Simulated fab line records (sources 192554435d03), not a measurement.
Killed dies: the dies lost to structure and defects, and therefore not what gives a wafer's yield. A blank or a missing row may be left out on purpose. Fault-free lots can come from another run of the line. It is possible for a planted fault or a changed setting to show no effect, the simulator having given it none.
Which tool was responsible? | flow n5 finfet | 24 lots, 72 wafers sampled, at 4 steps of a route of 1938

WHAT THE GAUGES SHOWED, per wafer
N5_BEOL_M7_INSPECT_58: inspects for defects (darkfield). Usual: 69 for raw defect count, sd 24.
lot  | measured     | on                | raw defect count | flag
L075 | day 9 06:38  | defect inspect-02 | 112 125 104      |
L074 | day 9 10:23  | defect inspect-01 | 80 87 63         |
L076 | day 9 20:29  | defect inspect-01 | 62 60 70         |
L077 | day 10 01:33 | defect inspect-01 | 38 65 63         |
L078 | day 10 06:01 | defect inspect-02 | 118 73 57        |
L080 | day 10 06:04 | defect inspect-02 | 52 71 51         |
L079 | day 10 07:52 | defect inspect-02 | 60 37 82         |
L081 | day 11 04:35 | defect inspect-02 | 90 57 117        |
L083 | day 11 07:07 | defect inspect-02 | 109 47 80        |
L082 | day 11 10:27 | defect inspect-02 | 40 56 55         |
L085 | day 11 16:10 | defect inspect-02 | 113 183 78       |
L086 | day 12 05:38 | defect inspect-01 | 81 57 51         |
L084 | day 12 05:50 | defect inspect-02 | 69 64 66         |
L087 | day 12 11:22 | defect inspect-01 | 57 111 63        |
L088 | day 13 07:25 | defect inspect-01 | 97 57 65         |
L089 | day 13 07:30 | defect inspect-02 | 103 54 92        |
L090 | day 13 18:58 | defect inspect-02 | 101 35 86        |
L091 | day 13 22:09 | defect inspect-02 | 69 82 70         |
L093 | day 14 00:42 | defect inspect-02 | 66 40 77         |
L094 | day 14 08:02 | defect inspect-01 | 70 126 60        |
L092 | day 14 11:46 | defect inspect-01 | 66 91 104        |
L095 | day 14 14:58 | defect inspect-01 | 50 33 53         |
L096 | day 14 18:45 | defect inspect-02 | 59 46 56         |
L097 | day 14 20:20 | defect inspect-01 | 58 62 53         |

N5_BEOL_M8_CD_MEAS_11: the cd target is 38.5 nm. Usual: 38.2 nm for cd nm, sd 0.7.
lot  | measured     | on        | cd nm (nm)     | flag
L075 | day 9 08:08  | cd sem-02 | 38.1 37.9 37.8 |
L074 | day 9 15:43  | cd sem-01 | 38.1 38.3 37.2 |
L076 | day 9 22:05  | cd sem-02 | 39.1 38.2 37.1 |
L077 | day 10 02:52 | cd sem-01 | 38.7 39.1 39.1 |
L078 | day 10 07:49 | cd sem-02 | 37.8 37.7 37.9 |
L080 | day 10 08:10 | cd sem-03 | 38.8 38.6 37.6 |
L079 | day 10 11:09 | cd sem-02 | 38.5 39.3 38.1 |
L081 | day 11 05:52 | cd sem-02 | 38.0 37.5 37.7 |
L083 | day 11 08:20 | cd sem-03 | 37.9 37.9 38.0 |
L082 | day 11 12:00 | cd sem-03 | 37.6 37.6 37.1 |
L085 | day 11 18:29 | cd sem-03 | 37.8 37.7 38.8 |
L086 | day 12 09:10 | cd sem-01 | 38.4 38.9 37.7 |
L084 | day 12 09:20 | cd sem-03 | 38.7 38.2 39.1 |
L087 | day 12 14:55 | cd sem-03 | 38.4 37.7 39.0 |
L088 | day 13 10:11 | cd sem-03 | 38.0 37.7 39.0 |
L089 | day 13 10:21 | cd sem-02 | 39.3 39.1 38.2 |
L090 | day 13 20:41 | cd sem-02 | 38.0 37.4 38.3 |
L091 | day 13 23:56 | cd sem-01 | 39.5 37.5 39.0 |
L093 | day 14 02:34 | cd sem-02 | 37.8 37.1 36.9 |
L094 | day 14 10:02 | cd sem-02 | 39.5 39.5 37.7 |
L092 | day 14 13:49 | cd sem-01 | 39.4 38.1 38.6 |
L095 | day 14 16:39 | cd sem-03 | 39.1 38.6 39.0 |
L096 | day 14 20:35 | cd sem-03 | 38.7 38.2 38.5 |
L097 | day 14 23:23 | cd sem-01 | 37.8 38.5 38.5 |

WHICH TOOL RAN EACH LOT (tool, then ch and the chambers of the sampled wafers, then the start)
lot  | N5_BEOL_M8_PECVD_70             | N5_BEOL_M8_HM_DEP_02
L075 | pecvd-01 ch 0,1, day 9 07:17    | pvd sputter-02, day 9 07:38
L074 | pecvd-02 ch 0,1, day 9 11:31    | pvd sputter-02, day 9 15:13
L076 | pecvd-04 ch 0,1, day 9 21:10    | pvd sputter-02, day 9 21:35
L077 | pecvd-04 ch 0,1, day 10 02:12   | pvd sputter-03, day 10 02:22
L078 | pecvd-01 ch 0,1,2, day 10 06:42 | pvd sputter-01, day 10 07:26
L080 | pecvd-02 ch 0,2, day 10 07:00   | pvd sputter-03, day 10 07:40
L079 | pecvd-04 ch 0,1, day 10 08:31   | pvd sputter-03, day 10 10:39
L081 | pecvd-04 ch 0,1,2, day 11 05:16 | pvd sputter-02, day 11 05:22
L083 | pecvd-04 ch 1,2, day 11 07:46   | pvd sputter-01, day 11 07:50
L082 | pecvd-04 ch 0,1,2, day 11 11:06 | pvd sputter-02, day 11 11:30
L085 | pecvd-04 ch 1,2, day 11 17:18   | pvd sputter-01, day 11 18:07
L086 | pecvd-02 ch 0,1,2, day 12 06:47 | pvd sputter-03, day 12 08:40
L084 | pecvd-02 ch 0,2, day 12 06:58   | pvd sputter-03, day 12 08:46
L087 | pecvd-02 ch 0,2, day 12 12:01   | pvd sputter-02, day 12 14:25
L088 | pecvd-04 ch 0,1, day 13 08:04   | pvd sputter-02, day 13 09:41
L089 | pecvd-01 ch 0,1,2, day 13 08:09 | pvd sputter-02, day 13 09:47
L090 | pecvd-02 ch 1,2, day 13 19:38   | pvd sputter-02, day 13 20:18
L091 | pecvd-01 ch 1,2, day 13 23:17   | pvd sputter-03, day 13 23:26
L093 | pecvd-02 ch 0,1,2, day 14 01:53 | pvd sputter-02, day 14 02:11
L094 | pecvd-01 ch 0,1,2, day 14 08:51 | pvd sputter-03, day 14 09:32
L092 | pecvd-04 ch 1,2, day 14 12:37   | pvd sputter-01, day 14 13:19
L095 | pecvd-02 ch 0,1,2, day 14 15:37 | pvd sputter-01, day 14 16:17
L096 | pecvd-01 ch 0,1,2, day 14 19:24 | pvd sputter-01, day 14 20:13
L097 | pecvd-01 ch 1,2, day 14 20:59   | pvd sputter-02, day 14 22:53
- N5_BEOL_M8_PECVD_70: deposits SiO2 from TEOS/O2, target thk 20 nm, time 22.7 s.
- N5_BEOL_M8_HM_DEP_02: deposits TiN, target thk 20 nm.

AS READ BY THE TOOLS THEMSELVES (means over the sampled wafers that have a number; for cases with no such wafer, the mark the record gives instead)
N5_BEOL_M8_PECVD_70. Usual: heater power w 666 W, standard deviation 82; showerhead plenum p Torr 8.74 Torr, standard deviation 0.043; throttle valve pct 22.1 %, standard deviation 0.92.
lot  | tool     | heater power w (W) | showerhead plenum p Torr (Torr) | throttle valve pct (%) | flag
L075 | pecvd-01 | 699                | 8.77                            | 22.0                   |
L074 | pecvd-02 | 697                | 8.72                            | 22.0                   |
L076 | pecvd-04 | 619                | 8.72                            | 23.1                   |
L077 | pecvd-04 | 620                | 8.70                            | 23.3                   |
L078 | pecvd-01 | 710                | 8.76                            | 21.7                   |
L080 | pecvd-02 | 678                | 8.73                            | 21.9                   |
L079 | pecvd-04 | 653                | 8.71                            | 23.2                   |
L081 | pecvd-04 | 636                | 8.72                            | 22.3                   |
L083 | pecvd-04 | 586                | 8.74                            | 22.0                   |
L082 | pecvd-04 | 617                | 8.72                            | 22.3                   |
L085 | pecvd-04 | 634                | 8.74                            | 21.3                   |
L086 | pecvd-02 | 655                | 8.75                            | 21.9                   |
L084 | pecvd-02 | 663                | 8.72                            | 22.0                   |
L087 | pecvd-02 | 710                | 8.73                            | 22.1                   |
L088 | pecvd-04 | 594                | 8.71                            | 23.3                   |
L089 | pecvd-01 | 738                | 8.75                            | 21.7                   |
L090 | pecvd-02 | 669                | 8.75                            | 21.8                   |
L091 | pecvd-01 | 761                | 8.75                            | 21.4                   |
L093 | pecvd-02 | 702                | 8.75                            | 21.9                   |
L094 | pecvd-01 | 657                | 8.76                            | 21.6                   |
L092 | pecvd-04 | 549                | 8.73                            | 21.9                   |
L095 | pecvd-02 | 692                | 8.76                            | 22.0                   |
L096 | pecvd-01 | 695                | 8.77                            | 21.9                   |
L097 | pecvd-01 | 757                | 8.78                            | 21.8                   |

N5_BEOL_M8_HM_DEP_02. Usual: 30.1 % for throttle valve pct, sd 0.88.
lot  | tool           | throttle valve pct (%) | flag
L075 | pvd sputter-02 | 30.3                   |
L074 | pvd sputter-02 | 30.5                   |
L076 | pvd sputter-02 | 30.3                   |
L077 | pvd sputter-03 | 29.7                   |
L078 | pvd sputter-01 | 29.4                   |
L080 | pvd sputter-03 | 30.6                   |
L079 | pvd sputter-03 | 30.4                   |
L081 | pvd sputter-02 | 30.4                   |
L083 | pvd sputter-01 | 29.4                   |
L082 | pvd sputter-02 | 30.4                   |
L085 | pvd sputter-01 | 29.7                   |
L086 | pvd sputter-03 | 30.0                   |
L084 | pvd sputter-03 | 30.1                   |
L087 | pvd sputter-02 | 30.4                   |
L088 | pvd sputter-02 | 30.1                   |
L089 | pvd sputter-02 | 30.4                   |
L090 | pvd sputter-02 | 30.5                   |
L091 | pvd sputter-03 | 30.9                   |
L093 | pvd sputter-02 | 30.4                   |
L094 | pvd sputter-03 | 29.8                   |
L092 | pvd sputter-01 | 30.4                   |
L095 | pvd sputter-01 | 29.5                   |
L096 | pvd sputter-01 | 29.4                   |
L097 | pvd sputter-02 | 30.3                   |

THE ANSWER, worked out from the rows above alone
Rule: lot off if the mean of its wafers having a number is beyond 3 standard deviations from the usual mean. Also off: a lot with no number at a reading for which 4 or more lots have one. The other lots that the step has rows for count as sound. The gauges are gone through in route order, then the tools' own readings, and for those a lot's mean is taken as printed above. At the first step where some lot is off, the reading lying furthest off is the one used; lots without a number count as furthest.
No lot is off at any reading shown: from this, nothing can be told.

WHAT WAS PUT IN BY THE SIMULATOR
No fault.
